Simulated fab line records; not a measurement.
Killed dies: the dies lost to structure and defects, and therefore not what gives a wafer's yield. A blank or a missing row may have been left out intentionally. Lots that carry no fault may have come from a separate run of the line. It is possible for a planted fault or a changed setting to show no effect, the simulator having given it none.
Chamber matching / flow nand harc / rie diel-12 running NHARC_THIN_TSV_ETCHBACK_48: 4 sister chambers
The step etches the open film in C4F8/Ar, target depth 1028.5 nm, time 405.17 s. 14 wafers are shown with their chamber, then 7 later ones without.

## WAFERS PAIRED WITH THEIR CHAMBERS
wafer=L431.2; chamber=2; rf vpp V (V)=549; chamber pressure mTorr (mTorr)=25.008; bias w (W)=299.3
wafer=L431.4; chamber=1; rf vpp V (V)=546; chamber pressure mTorr (mTorr)=25.030; bias w (W)=301.1
wafer=L431.5; chamber=2; rf vpp V (V)=547; chamber pressure mTorr (mTorr)=24.997; bias w (W)=300.8
wafer=L440.1; chamber=0; rf vpp V (V)=549; chamber pressure mTorr (mTorr)=24.976; bias w (W)=299.1
wafer=L440.4; chamber=1; rf vpp V (V)=545; chamber pressure mTorr (mTorr)=25.038; bias w (W)=299.8
wafer=L440.6; chamber=2; rf vpp V (V)=548; chamber pressure mTorr (mTorr)=25.020; bias w (W)=299.9
wafer=L442.2; chamber=2; rf vpp V (V)=549; chamber pressure mTorr (mTorr)=25.001; bias w (W)=299.6
wafer=L442.5; chamber=3; rf vpp V (V)=542; chamber pressure mTorr (mTorr)=25.009; bias w (W)=301.7
wafer=L442.6; chamber=0; rf vpp V (V)=552; chamber pressure mTorr (mTorr)=25.005; bias w (W)=300.0
wafer=L444.1; chamber=3; rf vpp V (V)=542; chamber pressure mTorr (mTorr)=25.019; bias w (W)=300.0
wafer=L444.2; chamber=0; rf vpp V (V)=549; chamber pressure mTorr (mTorr)=24.980; bias w (W)=300.2
wafer=L444.4; chamber=2; rf vpp V (V)=547; chamber pressure mTorr (mTorr)=24.970; bias w (W)=300.2
wafer=L449.4; chamber=2; rf vpp V (V)=547; chamber pressure mTorr (mTorr)=25.028; bias w (W)=300.2
wafer=L449.5; chamber=2; rf vpp V (V)=548; chamber pressure mTorr (mTorr)=25.024; bias w (W)=298.7

SIGNATURES, as means of the wafers listed above
reading=rf vpp V; chamber 0=550.00; chamber 1=545.50; chamber 2=547.86; chamber 3=542.00; scatter within a chamber=1.07
reading=chamber pressure mTorr; chamber 0=24.98700; chamber 1=25.03400; chamber 2=25.00686; chamber 3=25.01400; scatter within a chamber=0.0173
reading=bias w; chamber 0=299.767; chamber 1=300.450; chamber 2=299.814; chamber 3=300.850; scatter within a chamber=0.762
Rule: a wafer's distance from a chamber is the root of the sum, over the readings, of the square of ((its reading less the chamber's mean) divided by the reading's scatter). The wafer belongs to the nearest chamber; if the next one is less than 2 further off, it can't be placed. The scatter: take each reading less its chamber's mean, square it, sum over the shown wafers, divide by the number of wafers less the number of chambers, and take the root.

## WAFERS WHOSE CHAMBER IS MISSING
wafer=L449.6; rf vpp V (V)=540; chamber pressure mTorr (mTorr)=24.939; bias w (W)=300.7
wafer=L450.2; rf vpp V (V)=550; chamber pressure mTorr (mTorr)=24.988; bias w (W)=299.0
wafer=L450.3; rf vpp V (V)=546; chamber pressure mTorr (mTorr)=24.983; bias w (W)=299.2
wafer=L450.4; rf vpp V (V)=549; chamber pressure mTorr (mTorr)=24.990; bias w (W)=299.7
wafer=L453.2; rf vpp V (V)=549; chamber pressure mTorr (mTorr)=24.996; bias w (W)=302.0
wafer=L453.4; rf vpp V (V)=546; chamber pressure mTorr (mTorr)=25.015; bias w (W)=301.6
wafer=L453.6; rf vpp V (V)=551; chamber pressure mTorr (mTorr)=24.996; bias w (W)=300.9

## CHAMBER TAKEN BY EACH
wafer=L449.6; from the rows above=3; in truth=3
wafer=L450.2; from the rows above=can't be placed: 0 or 2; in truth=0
wafer=L450.3; from the rows above=can't be placed: 2 or 1 or 0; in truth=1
wafer=L450.4; from the rows above=can't be placed: 0 or 2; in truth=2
wafer=L453.2; from the rows above=can't be placed: 0 or 2 or 1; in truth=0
wafer=L453.4; from the rows above=can't be placed: 1 or 2 or 3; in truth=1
wafer=L453.6; from the rows above=can't be placed: 0 or 2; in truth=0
Placed correctly: 1 of 7. Unplaceable from these rows: 6, with the true chamber sitting among the candidates in 6. Wrongly placed: 0.
